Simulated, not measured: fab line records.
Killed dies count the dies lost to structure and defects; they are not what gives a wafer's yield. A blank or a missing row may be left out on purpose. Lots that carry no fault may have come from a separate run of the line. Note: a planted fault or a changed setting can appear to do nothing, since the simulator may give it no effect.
Which tool was responsible? ; flow n5-finfet ; 10 lots, 30 wafers sampled, at 5 steps of a route of 1938

== WHAT EACH GAUGE READ, for each wafer ==
N5_BEOL_M1_INSPECT_59: inspects for defects (darkfield). Usual: 68 for raw-defect-count, sd 22.
lot;measured;on;raw-defect-count;flag
L819;day 6 10:11;defect-inspect-02;53 78 50;
L820;day 6 18:08;defect-inspect-02;72 54 42;
L825;day 8 00:41;defect-inspect-01;50 89 52;
L827;day 8 12:55;defect-inspect-02;72 50 61;
L828;day 9 05:05;defect-inspect-02;78 83 99;
L832;day 10 17:47;defect-inspect-02;58 84 62;
L836;day 11 01:41;defect-inspect-01;86 82 115;
L837;day 11 10:16;defect-inspect-02;50 44 58;
L839;day 11 19:35;defect-inspect-01;29 70 75;
L841;day 12 09:31;defect-inspect-01;39 46 42;

N5_BEOL_M2_CD_MEAS_18: pitch 36 nm, target cd 18 nm. Usual: 18.06 nm for cd-nm, sd 0.29.
lot;measured;on;cd-nm (nm);flag
L819;day 6 12:10;cd-sem-01;17.81 18.14 17.17;
L820;day 6 20:02;cd-sem-01;18.02 18.08 18.20;
L825;day 8 02:28;cd-sem-01;18.63 18.59 18.36;
L827;day 8 15:22;cd-sem-01;18.08 18.48 18.13;
L828;day 9 08:43;cd-sem-03;18.36 18.37 17.82;
L832;day 10 20:56;cd-sem-02;18.07 18.17 17.63;
L836;day 11 03:07;cd-sem-01;18.02 18.72 18.13;
L837;day 11 12:31;cd-sem-01;18.07 17.86 18.22;
L839;day 11 20:52;cd-sem-01;18.11 17.51 18.20;
L841;day 12 11:13;cd-sem-03;17.82 18.19 17.92;

N5_BEOL_M4_RC_MEAS_101. Usual: DIBL_N 36.5 mV/V, standard deviation 1.4; DIBL_P 36.6 mV/V, standard deviation 1.9; IOFF_N 0.167 nA/um, standard deviation 0.029; IOFF_P 0.21 nA/um, standard deviation 0.033; ION_N 674 uA/um, standard deviation 12; ION_P 460 uA/um, standard deviation 8.9; SS_N 71.6 mV/dec, standard deviation 0.57; SS_P 73.4 mV/dec, standard deviation 0.61; VT_N 249 mV, standard deviation 3.3; VT_P -250 mV, standard deviation 3.3.
lot;measured;on;DIBL_N (mV/V);DIBL_P (mV/V);IOFF_N (nA/um);IOFF_P (nA/um);ION_N (uA/um);ION_P (uA/um);SS_N (mV/dec);SS_P (mV/dec);VT_N (mV);VT_P (mV);flag
L819;day 7 20:03;prober-01;34.9 34.5 37.4;35.9 35.7 37.8;0.152 0.133 0.186;0.17 0.18 0.20;682 660 670;454 449 453;71.5 71.4 72.5;73.3 73.7 73.2;250 251 244;-254 -253 -253;
L820;day 8 10:22;prober-02;36.0 34.5 38.5;36.0 33.9 39.2;0.160 0.134 0.214;0.20 0.18 0.26;664 657 674;454 450 459;71.5 71.3 72.6;73.9 73.7 74.7;250 252 244;-252 -256 -247;
L825;day 9 18:33;prober-01;36.1 34.1 37.8;36.2 34.4 38.3;0.176 0.137 0.221;0.26 0.23 0.30;697 680 711;483 475 487;71.6 70.8 72.2;73.3 73.2 74.0;245 249 242;-244 -244 -242;
L827;day 9 22:53;prober-01;35.4 37.5 36.1;34.6 37.5 35.6;0.153 0.210 0.158;0.18 0.21 0.18;678 689 671;460 465 453;71.9 71.5 71.5;72.6 73.6 72.5;250 245 249;-254 -251 -253;
L828;day 10 10:15;prober-02;37.5 35.7 35.2;40.1 38.1 36.2;0.170 0.151 0.130;0.22 0.20 0.16;682 666 657;463 461 447;71.9 72.4 71.7;73.5 73.6 73.6;251 250 251;-251 -252 -257;
L832;day 11 23:48;prober-02;38.3 39.2 35.4;39.6 40.3 35.6;0.211 0.215 0.146;0.29 0.29 0.21;697 685 673;479 469 468;71.4 72.0 71.3;73.7 74.0 72.5;248 246 249;-245 -244 -250;
L836;day 13 01:41;prober-01;37.9 39.4 38.6;38.4 41.1 38.5;0.174 0.228 0.181;0.24 0.29 0.23;668 703 658;462 481 452;72.1 71.8 71.8;73.4 74.9 73.6;248 245 250;-251 -247 -251;
L837;day 12 22:46;prober-02;35.4 36.2 35.8;35.2 34.6 35.9;0.142 0.146 0.151;0.17 0.16 0.18;675 669 684;463 446 466;71.0 71.2 71.3;72.1 73.0 73.0;249 252 252;-251 -256 -254;
L839;day 13 07:11;prober-02;34.0 36.4 36.2;34.6 37.1 37.3;0.139 0.179 0.174;0.20 0.24 0.25;679 669 674;465 466 467;71.0 72.0 71.8;72.8 73.6 73.0;250 247 248;-249 -243 -245;
L841;day 13 20:43;prober-01;35.2 35.4 36.6;34.8 35.0 36.5;0.133 0.141 0.165;0.19 0.20 0.21;649 670 663;452 462 447;72.1 71.4 72.4;72.1 72.8 71.9;252 250 249;-252 -251 -251;

== WHICH TOOL RAN EACH LOT (tool, then ch and the chambers of the sampled wafers, then the start) ==
lot;N5_BEOL_M2_DESCUM_16;N5_BEOL_M2_COAT_68
L819;rie-diel-05 ch 2,3, day 6 11:43;litho-track-01 ch 0, day 6 12:12
L820;rie-diel-06 ch 0,1, day 6 19:23;litho-track-04 ch 0, day 6 20:05
L825;rie-diel-02 ch 0,1,3, day 8 01:56;litho-track-04 ch 0, day 8 02:31
L827;rie-diel-02 ch 0,1, day 8 14:51;litho-track-01 ch 0, day 8 15:25
L828;rie-diel-05 ch 1,2, day 9 08:14;litho-track-01 ch 0, day 9 08:46
L832;rie-diel-06 ch 2,3, day 10 20:25;litho-track-01 ch 0, day 10 20:58
L836;rie-diel-06 ch 0,1, day 11 02:41;litho-track-04 ch 0, day 11 03:10
L837;rie-diel-06 ch 0,2,3, day 11 12:04;litho-track-02 ch 0, day 11 12:33
L839;rie-diel-02 ch 0,2,3, day 11 20:24;litho-track-02 ch 0, day 11 20:54
L841;rie-diel-06 ch 1,2, day 12 10:47;litho-track-02 ch 0, day 12 11:15
- N5_BEOL_M2_DESCUM_16: chemistry O2, time 7 s.
- N5_BEOL_M2_COAT_68: time 60 s, resist thk 12 nm.

== WHAT THE TOOLS THEMSELVES READ (means of the sampled wafers that have a number; where no wafer has one, the mark that the record gives instead) ==
N5_BEOL_M2_DESCUM_16. Usual: drypump-motor-current-A 5.6 A, standard deviation 0.56; oes-product-au 0.79 a.u., standard deviation 0.088; rf-vpp-V 243.1 V, standard deviation 1.4; showerhead-plenum-p-Torr 2.11 Torr, standard deviation 0.079; throttle-valve-pct 20.4 %, standard deviation 0.36.
lot;tool;drypump-motor-current-A (A);oes-product-au (a.u.);rf-vpp-V (V);showerhead-plenum-p-Torr (Torr);throttle-valve-pct (%);flag
L819;rie-diel-05;5.4;0.74;243.6;2.09;20.4;
L820;rie-diel-06;5.1;0.75;243.8;2.12;20.3;
L825;rie-diel-02;5.8;0.79;242.6;2.10;20.2;
L827;rie-diel-02;5.8;0.80;242.7;2.08;20.2;
L828;rie-diel-05;5.4;0.82;243.0;2.08;20.1;
L832;rie-diel-06;6.5;0.69;241.5;2.05;21.0;
L836;rie-diel-06;5.0;0.91;243.7;2.16;20.1;
L837;rie-diel-06;6.0;0.75;243.3;2.13;20.7;
L839;rie-diel-02;5.6;0.80;244.1;2.12;20.1;
L841;rie-diel-06;6.0;0.76;241.6;2.01;20.8;

N5_BEOL_M2_COAT_68. Usual: 1499.9 rpm for spin-speed-rpm, sd 0.89.
lot;tool;spin-speed-rpm (rpm);flag
L819;litho-track-01;1500.8;
L820;litho-track-04;1499.0;
L825;litho-track-04;1499.9;
L827;litho-track-01;1500.6;
L828;litho-track-01;1615.3;OFF
L832;litho-track-01;1616.2;OFF
L836;litho-track-04;1498.6;
L837;litho-track-02;1498.8;
L839;litho-track-02;1500.2;
L841;litho-track-02;1499.8;

== THE ANSWER, worked out from the rows above alone ==
Rule: a lot counts as off when the mean over its wafers that have a number is more than 3 standard deviations away from the usual mean. A lot without any number at a reading at which 4 lots or more have one is off too. The other lots that the step has rows for count as sound. Order of review: gauges by route order, followed by the tools' own readings, for which a lot's mean as printed above is used. The first step at which some lot is off is used, and at that step the reading that is off furthest; a lot without a number counts as furthest.
Off, at N5_BEOL_M2_COAT_68 on spin-speed-rpm: L828, L832.
If a tool, at that step or one of the process steps before it, ran each lot that is off and ran no sound lot following the first of them, it fits. One candidate fits, namely litho-track-01 at N5_BEOL_M2_COAT_68. A fault onset in the window from L827 (day 8 15:25, its last sound lot) to L828 (day 9 08:46, its first lot off) fits.
The tool's own readings at N5_BEOL_M2_COAT_68 bear it out: on the lots that are off they differ by more than 5 times the standard deviation of the sound lots' means. spin-speed-rpm reads 1615.8 rpm there against 1499.7 rpm on the sound lots.

== WHAT THE SIMULATOR HAD INSERTED ==
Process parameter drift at N5_BEOL_M2_COAT_68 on litho-track-01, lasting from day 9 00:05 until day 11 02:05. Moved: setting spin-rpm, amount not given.
Lots struck among those shown: L828, L832. The rule given above showed the same thing.
